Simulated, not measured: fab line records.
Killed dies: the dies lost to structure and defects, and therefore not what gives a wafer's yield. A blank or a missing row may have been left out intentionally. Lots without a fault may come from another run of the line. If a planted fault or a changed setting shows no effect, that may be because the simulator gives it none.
fab line records	flow n5-finfet
[record] lots = 4	wafers = 12	last-day = 16
route steps=1938 shown BEOL_M4@1099 BEOL_M5@1112 BEOL_M8@1395 PASSIVATION@1936
lots that met no fault: from a run of the same line without faults
start-h: hours from the record's opening day to when the first of the lot's shown wafers began	wait-h: hours since the lot's step before	" same as the row above	L1.1+2: one row covering several wafers at once	- either no value or no given start	* or withheld: withheld	< > ~ a bound
route shown NAME@n: names a module that has steps shown in the file, with the first one's number in the route	usual: the fault-free wafers' mean and standard deviation	same: alike in all rows	chamber/n: place in a boat	sites: readings site by site	_std_site: the values' standard deviation	_edge_site: inner sites' mean taken away from outer sites' mean	radius-mm: how far each site lies from the wafer's centre	mask NAME#n: copy n	behind: the most recent tool/chamber to have shaped the wafer	hold: cause of the lot's hold/its duration in hours/its outcome	device: which transistor (n, p or np) failed to switch	end of line: tests of these same wafers at the route's end	for a step that has no rows: nothing shown but its recipe	killed: the dies lost at the first sort to structure and to defects; this is not the yield of the wafer	map: a wafer's dies, marking killed ones x, the rest . and places with no die _
set.NAME: the setting that was run; set.NAME@STEP: the one run at that earlier step	model.NAME: the simulator's own value behind a step, which no gauge read
a table for each step, a row for each wafer; lots at some steps of the route
services: when a tool's chamber went out of use (start-h, in hours from the record's first day, below 0 if earlier), for how many hours, and the reason
[[steps]]
[step N5_BEOL_M4_ANNEAL_95]
[recipe] temp-c = 400	time-s = 240	ambient = vacuum
[step N5_BEOL_M4_SPUTTER_96]
[recipe] material = Cu	target-thk-a = 45	temp-c = -20	chamber-pressure-pa = 0.07	power-w = withheld	time-s = 8.29
[step N5_BEOL_M4_ECD_50]
[recipe] material = Cu	target-thk-a = 3000
[step N5_BEOL_M4_ANNEAL_51]
[recipe] temp-c = 225	time-s = 90	ambient = N2
[step N5_BEOL_M4_CMP_52]
[recipe] stop-on = SiOC	t-overpolish-s = 6.8	down-force-psi = 1	platen-rpm = 50	clearing-platen-down-force-psi = 1.5	clearing-platen-rpm = 50	post-cmp-clean = cu-alkaline	target-thk-nm = 40	clearing-platen-pad-velocity-m-s = 0.99484	pad-velocity-m-s = 0.99484
[step N5_BEOL_M4_PRE_CLEAN_60]
[recipe] gas = NH3/H2	time-s = 15	temp-c = *	rf-power-w = 300
[step N5_BEOL_M4_CO_CAP_55]
[recipe] material = Co	target-thk-a = 20	temp-c = 200	precursor = CCTBA/H2	pressure-torr = 30	time-s = 102.1
[step N5_BEOL_M4_PRE_CLEAN_56]
[recipe] gas = NH3	time-s = 15	temp-c = withheld	rf-power-w = 300
[step N5_BEOL_M4_DEP_57]
[recipe] material = SiCN	target-thk-a = 80	temp-c = withheld	precursor = 3MS/NH3	pressure-torr = 3	rf-w = 202	time-s = 14
[step N5_BEOL_M4_RC_MEAS_101]
[usual] DIBL_N = 36.0/2.5	DIBL_P = 36.7/3	IOFF_N = 0.16/0.043	IOFF_P = 0.21/0.049	ION_N = 673/15	ION_P = 461/9.8	SS_N = 71.5/0.83	SS_P = 73.4/0.83	VT_N = 250/4	VT_P = -251/4
lot.wafer	tool	chamber	start-h	wait-h	DIBL_N[mV/V]	DIBL_P[mV/V]	IOFF_N[nA/um]	IOFF_P[nA/um]	ION_N[uA/um]	ION_P[uA/um]	SS_N[mV/dec]	SS_P[mV/dec]	VT_N[mV]	VT_P[mV]
L102.2	prober-01	0	200.08	0.2	33.9	35.4	0.13	0.19	667	466	71.1	73.3	251	-250
L102.4	"	0	"	"	35.2	36.0	0.14	0.19	657	449	70.9	73.2	252	-251
L102.5	"	0	"	"	36.3	38.9	0.17	0.27	671	465	70.7	74.9	247	-247
L104.1	prober-01	0	216.05	0.0	37.5	38.8	0.17	0.23	670	458	71.5	75.1	251	-251
L104.2	"	0	"	"	36.9	38.8	0.17	0.24	667	459	71.8	74.4	250	-251
L104.5	"	0	"	"	39.3	41.0	0.22	0.28	674	459	72.5	74.8	250	-251
L113.2	prober-02	0	277.09	0.2	37.5	39.2	0.18	0.28	686	480	72.4	73.2	245	-245
L113.3	"	0	"	"	39.4	40.0	0.22	0.28	699	472	72.1	73.7	247	-247
L113.4	"	0	"	"	36.6	37.6	0.17	0.24	687	474	70.8	73.1	249	-248
L115.2	prober-02	0	288.42	0.2	33.4	34.1	0.10	0.14	640	445	70.4	73.1	257	-256
L115.3	"	0	"	"	40.5	42.6	0.25	0.28	683	463	72.7	75.8	248	-250
L115.5	"	0	"	"	37.1	39.3	0.18	0.23	681	462	72.0	74.0	248	-252
[step N5_BEOL_M5_ILD_DEP_00]
[recipe] material = SiCOH_lowk	target-thk-a = 1406.4	temp-c = 300	precursor = DEMS/porogen	pressure-torr = 5	rf-w = 500	time-s = 25.9
[step N5_BEOL_M5_CURE_79]
[recipe] temp-c = 385	time-s = 240	ambient = He/Ar	material = SiCOH_lowk
[step N5_BEOL_M5_PECVD_70]
[recipe] material = SiO2	target-thk-a = 160	temp-c = 400	precursor = TEOS/O2	pressure-torr = 5.5	rf-w = 450	teos-flow-sccm = 53.8	gas = O2	flow-sccm = 3000	time-s = 18
[step N5_BEOL_M5_HM_DEP_02]
[recipe] material = TiN	target-thk-a = 200	temp-c = 25	chamber-pressure-pa = 0.49996
[step N5_BEOL_M5_COAT_59]
[recipe] resist = SOC	temp-c = 250	time-s = 60	spin-rpm = 1500	resist-thk-nm = 60
[step N5_BEOL_M5_COAT_60]
[recipe] resist = SiARC	temp-c = 220	time-s = 60	spin-rpm = 1500	resist-thk-nm = 12
[step N5_BEOL_M5_COAT_71]
[recipe] resist = underlayer	temp-c = 205	time-s = 60	spin-rpm = 1500	resist-thk-nm = 5
[step N5_BEOL_M5_COAT_05]
[recipe] resist = CAR-EUV	spin-rpm = 1500	resist-thk-nm = 30
[step N5_BEOL_M5_EBR_07]
[recipe] solvent = PGMEA	ebr-width-mm = 1.5
[step N5_BEOL_M5_SOFTBAKE_06]
[recipe] temp-c = 110	time-s = 60	resist = CAR-EUV
[step N5_BEOL_M5_EXPOSE_08]
[recipe] mask-id = M5	na = 0.33	source-shape = annular	sigma-inner = 0.4	sigma-outer = 0.8	polarization = unpolarized	target-cd-nm = 28	dose-mj = 35.75
[step N5_BEOL_M5_PEB_09]
[recipe] peb-temp-c = 100	peb-time-s = 60	resist = CAR-EUV
[step N5_BEOL_M5_DEVELOP_10]
[recipe] develop-time-s = 30	developer = TMAH	resist = CAR-EUV	rinse-liquid = surfactant-rinse	dry = air-spin	dev-temp-c = 23
[step N5_BEOL_M5_DESCUM_16]
[recipe] chemistry = O2	time-s = 7	source-power-w = 50	bias-power-w = 20	pressure-mtorr = 20	rf-frequency-hz = 2.712e+07	temp-c = 40	resist = CAR-EUV	o2-flow-sccm = 225
[step N5_BEOL_M5_ETCH_72]
[recipe] chemistry = N2/H2	target = underlayer	target-depth-a = 65	mask-material = CAR-EUV	time-s = 5.2	ion-energy-ev = 200	pressure-mtorr = 30	source-w = 840	bias-w = 150	n2-flow-sccm = 200	h2-flow-sccm = 200	ends = cleared
[step N5_BEOL_M5_ETCH_61]
[recipe] chemistry = CF4	target = SiARC	target-depth-a = 156	mask-material = CAR-EUV	time-s = 26	ion-energy-ev = 80	pressure-mtorr = 40	source-w = 545	bias-w = 36	Ar_flow_sccm = 100	cf4-flow-sccm = 100	ends = cleared
[step N5_BEOL_M5_ETCH_62]
[recipe] chemistry = N2/H2	target = SOC	target-depth-a = 750	overetch-a = 150	mask-material = SiARC	temp-c = 40	time-s = 112.5	ion-energy-ev = 200	pressure-mtorr = 30	source-w = 840	bias-w = 150	n2-flow-sccm = 200	h2-flow-sccm = 200
[step N5_BEOL_M5_STRIP_63]
[recipe] chemistry = N2/H2	temp-c = 40	n2-flow-sccm = 200	h2-flow-sccm = 200	rf-frequency-hz = 6e+07
[step N5_BEOL_M5_STRIP_73]
[recipe] chemistry = N2/H2	temp-c = 40	n2-flow-sccm = 200	h2-flow-sccm = 200	rf-frequency-hz = 6e+07
[step N5_BEOL_M5_STRIP_64]
[recipe] chemistry = CF4	resist = SiARC	power-w = 300	bias-power-w = 75	pressure-mtorr = 50	cf4-flow-sccm = 150	rf-frequency-hz = 6e+07
[step N5_BEOL_M5_HM_OPEN_17]
[recipe] chemistry = Cl2/BCl3	target-depth-a = 200	overetch-a = 60	target = TiN	mask-material = SOC	ion-energy-ev = 150	pressure-mtorr = 10	icp-w = 1000	bias-w = 126	Cl2_flow_sccm = 53.25	bcl3-flow-sccm = 21.75	Ar_flow_sccm = 25
[step N5_BEOL_M5_STRIP_19]
[recipe] chemistry = O2	power-w = 400	temp-c = 40	pressure-mtorr = 30	rf-frequency-hz = 6e+07	bias-power-w = 0	overash-fraction = 0.2	o2-flow-sccm = 225
[step N5_BEOL_M5_COAT_65]
[recipe] resist = SOC	temp-c = 250	time-s = 60	spin-rpm = 1500	resist-thk-nm = 60
[step N5_BEOL_M5_COAT_66]
[recipe] resist = SiARC	temp-c = 220	time-s = 60	spin-rpm = 1500	resist-thk-nm = 12
[step N5_BEOL_M8_CMP_52]
[recipe] stop-on = SiCOH_lowk	t-overpolish-s = 6.9	down-force-psi = 1	platen-rpm = 50	clearing-platen-down-force-psi = 1.5	clearing-platen-rpm = 50	post-cmp-clean = cu-alkaline	target-thk-nm = 80	clearing-platen-pad-velocity-m-s = 0.99484	pad-velocity-m-s = 0.99484
[usual] barrier-field-endpoint-s = 29.1/0.95	motor-current-A = 6.3/0.43	overpolish-run-s = 6.901/0.0097	platen-rpm = 50.00/0.035	time-to-endpoint-s = 65/4.1
lot.wafer	tool	chamber	start-h	wait-h	barrier-field-endpoint-s	motor-current-A	overpolish-run-s	platen-rpm	time-to-endpoint-s
L102.4	cmp-04	3	237.70	0.2	29.7	6.1	6.888	49.95	72
L102.2	"	1	"	"	46.7	5.9	0.039	50.06	81
L102.5	"	3	"	"	30.3	6.5	6.881	49.98	77
L104.1	cmp-04	2	253.38	0.4	28.7	6.0	6.907	50.04	64
L104.2	"	3	"	"	46.7	6.3	0.055	49.99	81
L104.5	"	2	"	"	29.8	5.7	6.901	49.98	64
L113.2	cmp-03	0	314.17	0.2	29.9	6.4	6.892	50.05	71
L113.3	"	1	"	"	29.3	5.7	6.915	50.03	66
L113.4	"	2	"	"	28.7	6.7	6.908	49.98	60
L115.3	cmp-04	0	322.66	0.2	28.5	6.6	6.897	49.97	65
L115.2	"	2	"	"	28.4	6.1	6.903	50.07	65
L115.5	"	0	"	"	29.2	6.1	6.880	49.98	67
[step N5_BEOL_M8_THK_MEAS_53]
[recipe] thk-meas-gauge = xrf	reads = Cu_of_BEOL_M8_ECD_50
[usual] M8_THK = 81/3
lot.wafer	tool	chamber	start-h	wait-h	M8_THK[nm]
L102.2	film-metro-02	-	237.96	-	192
L102.4	"	-	"	"	86
L102.5	"	-	"	"	84
L104.1	film-metro-01	-	253.67	-	80
L104.2	"	-	"	"	199
L104.5	"	-	"	"	81
L113.2	film-metro-02	-	314.47	-	83
L113.3	"	-	"	"	81
L113.4	"	-	"	"	74
L115.2	film-metro-02	-	322.91	-	79
L115.3	"	-	"	"	83
L115.5	"	-	"	"	78
[step N5_BEOL_M8_INSPECT_58]
[recipe] inspect-instrument = darkfield	mode = post-dep
[usual] raw-defect-count = 73/26
lot.wafer	tool	chamber	start-h	wait-h	raw-defect-count
L102.2	defect-inspect-02	-	238.12	0.0	1118
L102.4	"	-	"	"	92
L102.5	"	-	"	"	141
L104.1	defect-inspect-02	-	253.83	0.0	74
L104.2	"	-	"	"	1090
L104.5	"	-	"	"	84
L113.2	defect-inspect-01	-	314.63	0.0	68
L113.3	"	-	"	"	62
L113.4	"	-	"	"	66
L115.2	defect-inspect-01	-	323.07	0.0	112
L115.3	"	-	"	"	106
L115.5	"	-	"	"	112
[step N5_PASSIVATION_PROBE_49]
[usual] defect-limited-yield = 91.1/1.5	killed_at_M0_to_M3 = 37/11	killed_at_M4_up = 13/5.6	killed-at-contacts = 12/5.6	killed-at-front-end = 39/11	killed-at-other = 4/3.1	killed-dies = 105/18	killed-on-rim = 14/3.8	killed-open = 69/13	killed-short = 35/7.4	sort_bin_5_function = 5.1/0.92	sort_bin_6_memory = 3.4/0.76	sort-n-pass = 1075/18	sort-yield-pct = 91.1/1.5
[same] gross-dies = 1180	killed-at-back-side = 0	sort_bin_4_leakage[%] = 0	sort_bin_8_speed[%] = 0
lot.wafer	tool	chamber	start-h	wait-h	defect-limited-yield[%]	killed_at_M0_to_M3	killed_at_M4_up	killed-at-contacts	killed-at-front-end	killed-at-other	killed-dies	killed-on-rim	killed-open	killed-short	sort_bin_5_function[%]	sort_bin_6_memory[%]	sort-n-pass	sort-yield-pct[%]
L102.2	prober-01	-	301.77	0.1	0	35	1097	2	37	9	1180	152	54	40	4.3	3.2	0	0
L102.4	prober-01	-	301.87	0.2	90.6	30	6	7	52	16	111	17	70	41	5.1	4.2	1069	90.6
L102.5	prober-01	-	301.92	0.2	91.1	36	18	8	34	9	105	23	62	42	5.5	3.2	1075	91.1
L104.1	prober-02	-	324.41	0.0	89.8	49	17	8	40	6	120	15	81	36	6.0	4.0	1060	89.8
L104.2	prober-02	-	324.46	0.1	0	46	1087	7	39	1	1180	152	78	34	5.5	3.6	0	0
L104.5	prober-02	-	324.61	0.2	93.1	19	8	9	42	3	81	8	45	35	3.3	3.1	1099	93.1
L115.2	prober-02	-	391.87	0.1	90.0	47	17	24	29	1	118	16	72	45	6.1	3.6	1062	90.0
L115.3	prober-02	-	391.92	0.1	91.9	29	8	11	45	3	96	13	70	25	3.9	3.8	1084	91.9
L115.5	prober-02	-	392.02	0.2	90.3	48	16	3	44	4	115	12	78	37	5.5	4.0	1065	90.3
L113.2	prober-02	-	395.22	0.1	92.8	24	10	6	39	6	85	13	54	29	5.0	2.0	1095	92.8
L113.3	prober-02	-	395.27	0.1	93.5	18	9	12	34	4	77	16	49	27	4.2	1.9	1103	93.5
L113.4	prober-02	-	395.32	0.2	91.3	18	8	19	56	2	103	11	68	35	5.3	3.1	1077	91.3
// killed by level:class
L102.2 BEOL_M8:area-cmp=1086 FIN_SAQP:geometric-particle:short=11 BEOL_M2:geometric-particle:open=10 STI_FIN_REVEAL:geometric-particle:open=9 BEOL_M0_SAQP:geometric-particle:short=7 BEOL_M0_SAQP:geometric-particle:open=5 BEOL_M3:geometric-particle:open=5 MIM_TOP_ETCH:geometric-particle:short=5
L102.4 FIN_SAQP:geometric-particle:short=17 FIN_SAQP:geometric-particle:open=12 STI_FIN_REVEAL:geometric-particle:open=9 BEOL_M0_SAQP:geometric-particle:open=8 MIM_TOP_ETCH:geometric-particle:short=8 DUMMY_GATE:geometric-particle:open=5 MOL_CONTACT_COAG:geometric-particle:open=5 BEOL_M1:geometric-particle:open=5
L102.5 FIN_SAQP:geometric-particle:short=10 BEOL_M0_SAQP:geometric-particle:short=10 FIN_SAQP:geometric-particle:open=9 BEOL_M2:geometric-particle:open=7 MOL_CONTACT_COAG:geometric-particle:open=6 ILD0:geometric-particle:short=5 BEOL_M0_SAQP:geometric-particle:open=5 STI_FIN_REVEAL:geometric-particle:open=4
L104.1 BEOL_M0_SAQP:geometric-particle:short=20 STI_FIN_REVEAL:geometric-particle:open=11 BEOL_M0_SAQP:geometric-particle:open=11 MOL_CONTACT_COAG:geometric-particle:open=8 BEOL_M3:geometric-particle:open=8 BEOL_M4:geometric-particle:open=7 DUMMY_GATE:geometric-particle:open=5 BEOL_M1:geometric-particle:open=5
L104.2 BEOL_M8:area-cmp=1068 STI_FIN_REVEAL:geometric-particle:open=18 BEOL_M0_SAQP:geometric-particle:open=17 BEOL_M0_SAQP:geometric-particle:short=15 BEOL_M4:geometric-particle:open=9 DUMMY_GATE:geometric-particle:open=5 BEOL_M3:geometric-particle:open=5 GATE_CUT:geometric-particle:open=4
L104.5 STI_FIN_REVEAL:geometric-particle:open=9 MOL_CONTACT_COAG:geometric-particle:open=7 FIN_SAQP:geometric-particle:short=6 BEOL_M1:geometric-particle:open=5 STARTING-WAFER:geometric-particle:short=5 FIN_SAQP:geometric-particle:open=4 ILD0:geometric-particle:short=4 GATE_CUT:geometric-particle:open=3
L115.2 MOL_CONTACT_COAG:geometric-particle:open=23 BEOL_M0_SAQP:geometric-particle:short=10 BEOL_M3:geometric-particle:open=8 GATE_CUT:geometric-particle:short=7 BEOL_M2:geometric-particle:open=7 BEOL_M2:geometric-particle:short=6 BEOL_M4:geometric-particle:open=6 BEOL_M1:geometric-particle:open=5
L115.3 FIN_SAQP:geometric-particle:open=12 BEOL_M3:geometric-particle:open=12 MOL_CONTACT_COAG:geometric-particle:open=9 STI_FIN_REVEAL:geometric-particle:open=7 DUMMY_GATE:geometric-particle:open=5 GATE_CUT:geometric-particle:open=5 BEOL_M1:geometric-particle:open=4 GATE_CUT:geometric-particle:short=3
L115.5 BEOL_M2:geometric-particle:open=13 FIN_SAQP:geometric-particle:open=10 BEOL_M4:geometric-particle:open=10 STI_FIN_REVEAL:geometric-particle:open=7 BEOL_M0_SAQP:geometric-particle:open=7 GATE_CUT:geometric-particle:short=6 BEOL_M1:geometric-particle:open=6 DUMMY_GATE:geometric-particle:open=5
L113.2 STI_FIN_REVEAL:geometric-particle:open=9 FIN_SAQP:geometric-particle:open=8 FIN_SAQP:geometric-particle:short=7 BEOL_M0_SAQP:geometric-particle:short=5 BEOL_M3:geometric-particle:open=5 GATE_CUT:geometric-particle:short=4 DUMMY_GATE:geometric-particle:open=4 MOL_CONTACT_COAG:geometric-particle:open=4
L113.3 MOL_CONTACT_COAG:geometric-particle:open=11 GATE_CUT:geometric-particle:short=7 FIN_SAQP:geometric-particle:open=6 FIN_SAQP:geometric-particle:short=6 DUMMY_GATE:geometric-particle:open=5 BEOL_M0_SAQP:geometric-particle:open=5 BEOL_M0:geometric-particle:open=4 BEOL_M1:geometric-particle:open=4
L113.4 MOL_CONTACT_COAG:geometric-particle:open=18 FIN_SAQP:geometric-particle:short=15 DUMMY_GATE:geometric-particle:open=13 FIN_SAQP:geometric-particle:open=7 BEOL_M0_SAQP:geometric-particle:short=7 STI_FIN_REVEAL:geometric-particle:open=5 GATE_CUT:geometric-particle:open=5 GATE_CUT:geometric-particle:short=3
// map L102.2 (x killed, . not)
_________________xxxxxxxxxxxx________________
______________xxxxxxxxxxxxxxxxxx_____________
___________xxxxxxxxxxxxxxxxxxxxxxxx__________
__________xxxxxxxxxxxxxxxxxxxxxxxxxx_________
________xxxxxxxxxxxxxxxxxxxxxxxxxxxxxx_______
_______xxxxxxxxxxxxxxxxxxxxxxxxxxxxxxxx______
______xxxxxxxxxxxxxxxxxxxxxxxxxxxxxxxxxx_____
_____xxxxxxxxxxxxxxxxxxxxxxxxxxxxxxxxxxxx____
____xxxxxxxxxxxxxxxxxxxxxxxxxxxxxxxxxxxxxx___
___xxxxxxxxxxxxxxxxxxxxxxxxxxxxxxxxxxxxxxxx__
___xxxxxxxxxxxxxxxxxxxxxxxxxxxxxxxxxxxxxxxx__
__xxxxxxxxxxxxxxxxxxxxxxxxxxxxxxxxxxxxxxxxxx_
__xxxxxxxxxxxxxxxxxxxxxxxxxxxxxxxxxxxxxxxxxx_
_xxxxxxxxxxxxxxxxxxxxxxxxxxxxxxxxxxxxxxxxxxxx
_xxxxxxxxxxxxxxxxxxxxxxxxxxxxxxxxxxxxxxxxxxxx
_xxxxxxxxxxxxxxxxxxxxxxxxxxxxxxxxxxxxxxxxxxxx
_xxxxxxxxxxxxxxxxxxxxxxxxxxxxxxxxxxxxxxxxxxxx
_xxxxxxxxxxxxxxxxxxxxxxxxxxxxxxxxxxxxxxxxxxxx
_xxxxxxxxxxxxxxxxxxxxxxxxxxxxxxxxxxxxxxxxxxxx
_xxxxxxxxxxxxxxxxxxxxxxxxxxxxxxxxxxxxxxxxxxxx
_xxxxxxxxxxxxxxxxxxxxxxxxxxxxxxxxxxxxxxxxxxxx
__xxxxxxxxxxxxxxxxxxxxxxxxxxxxxxxxxxxxxxxxxx_
__xxxxxxxxxxxxxxxxxxxxxxxxxxxxxxxxxxxxxxxxxx_
___xxxxxxxxxxxxxxxxxxxxxxxxxxxxxxxxxxxxxxxx__
___xxxxxxxxxxxxxxxxxxxxxxxxxxxxxxxxxxxxxxxx__
____xxxxxxxxxxxxxxxxxxxxxxxxxxxxxxxxxxxxxx___
_____xxxxxxxxxxxxxxxxxxxxxxxxxxxxxxxxxxxx____
______xxxxxxxxxxxxxxxxxxxxxxxxxxxxxxxxxx_____
_______xxxxxxxxxxxxxxxxxxxxxxxxxxxxxxxx______
________xxxxxxxxxxxxxxxxxxxxxxxxxxxxxx_______
__________xxxxxxxxxxxxxxxxxxxxxxxxxx_________
___________xxxxxxxxxxxxxxxxxxxxxxxx__________
______________xxxxxxxxxxxxxxxxxx_____________
_________________xxxxxxxxxxxx________________
// map L104.2 (x killed, . not)
_________________xxxxxxxxxxxx________________
______________xxxxxxxxxxxxxxxxxx_____________
___________xxxxxxxxxxxxxxxxxxxxxxxx__________
__________xxxxxxxxxxxxxxxxxxxxxxxxxx_________
________xxxxxxxxxxxxxxxxxxxxxxxxxxxxxx_______
_______xxxxxxxxxxxxxxxxxxxxxxxxxxxxxxxx______
______xxxxxxxxxxxxxxxxxxxxxxxxxxxxxxxxxx_____
_____xxxxxxxxxxxxxxxxxxxxxxxxxxxxxxxxxxxx____
____xxxxxxxxxxxxxxxxxxxxxxxxxxxxxxxxxxxxxx___
___xxxxxxxxxxxxxxxxxxxxxxxxxxxxxxxxxxxxxxxx__
___xxxxxxxxxxxxxxxxxxxxxxxxxxxxxxxxxxxxxxxx__
__xxxxxxxxxxxxxxxxxxxxxxxxxxxxxxxxxxxxxxxxxx_
__xxxxxxxxxxxxxxxxxxxxxxxxxxxxxxxxxxxxxxxxxx_
_xxxxxxxxxxxxxxxxxxxxxxxxxxxxxxxxxxxxxxxxxxxx
_xxxxxxxxxxxxxxxxxxxxxxxxxxxxxxxxxxxxxxxxxxxx
_xxxxxxxxxxxxxxxxxxxxxxxxxxxxxxxxxxxxxxxxxxxx
_xxxxxxxxxxxxxxxxxxxxxxxxxxxxxxxxxxxxxxxxxxxx
_xxxxxxxxxxxxxxxxxxxxxxxxxxxxxxxxxxxxxxxxxxxx
_xxxxxxxxxxxxxxxxxxxxxxxxxxxxxxxxxxxxxxxxxxxx
_xxxxxxxxxxxxxxxxxxxxxxxxxxxxxxxxxxxxxxxxxxxx
_xxxxxxxxxxxxxxxxxxxxxxxxxxxxxxxxxxxxxxxxxxxx
__xxxxxxxxxxxxxxxxxxxxxxxxxxxxxxxxxxxxxxxxxx_
__xxxxxxxxxxxxxxxxxxxxxxxxxxxxxxxxxxxxxxxxxx_
___xxxxxxxxxxxxxxxxxxxxxxxxxxxxxxxxxxxxxxxx__
___xxxxxxxxxxxxxxxxxxxxxxxxxxxxxxxxxxxxxxxx__
____xxxxxxxxxxxxxxxxxxxxxxxxxxxxxxxxxxxxxx___
_____xxxxxxxxxxxxxxxxxxxxxxxxxxxxxxxxxxxx____
______xxxxxxxxxxxxxxxxxxxxxxxxxxxxxxxxxx_____
_______xxxxxxxxxxxxxxxxxxxxxxxxxxxxxxxx______
________xxxxxxxxxxxxxxxxxxxxxxxxxxxxxx_______
__________xxxxxxxxxxxxxxxxxxxxxxxxxx_________
___________xxxxxxxxxxxxxxxxxxxxxxxx__________
______________xxxxxxxxxxxxxxxxxx_____________
_________________xxxxxxxxxxxx________________
[[services]]
tool	chamber	start-h	hours	kind
cmp-04	-	226.17	0.8	repair
cmp-03	-	230.95	1.3	repair
cmp-04	-	247.55	1.4	repair
cmp-04	-	277.06	6.8	pm
cmp-03	-	314.67	4.0	pm
cmp-03	-	318.67	-	consumable-replace:conditioner
cmp-03	-	318.67	-	consumable-replace:pad
[[key]]
[first-sign] step = N5_BEOL_M8_CMP_52	reading = overpolish-run-s	direction = down	sigmas = 99+	usual = 6.901	struck = 0.047
[effect] step = N5_BEOL_M8_CMP_52	reading = barrier-field-endpoint-s	direction = up	sigmas = 19	usual = 29.1	struck = 46.7
[effect] step = N5_BEOL_M8_THK_MEAS_53	reading = M8_THK	direction = up	sigmas = 37	usual = 81	struck = 195
[effect] step = N5_BEOL_M8_INSPECT_58	reading = raw-defect-count	direction = up	sigmas = 40	usual = 73	struck = 1104
[effect] step = N5_PASSIVATION_PROBE_49	reading = killed_at_M4_up	direction = up	sigmas = 99+	usual = 13	struck = 1092
[more-kills-born-at] N5_BEOL_M8_CMP_52@cmp-04 = 2154
met-at N5_BEOL_M8_CMP_52
struck-wafers L102.2,L104.2
later-rows-left-out L102.2,L104.2
[fault] kind = process-parameter-drift	tool = cmp-04	chamber = -	onset-h = 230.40	steps = N5_BEOL_M8_CMP_52	channel = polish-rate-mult	offset = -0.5	shape = step	end-h = 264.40	scope = struck-wafers-only
// later-rows-left-out: the simulator's readings of these wafers behind a module that went badly wrong aren't trusted and aren't shown, but for the sort
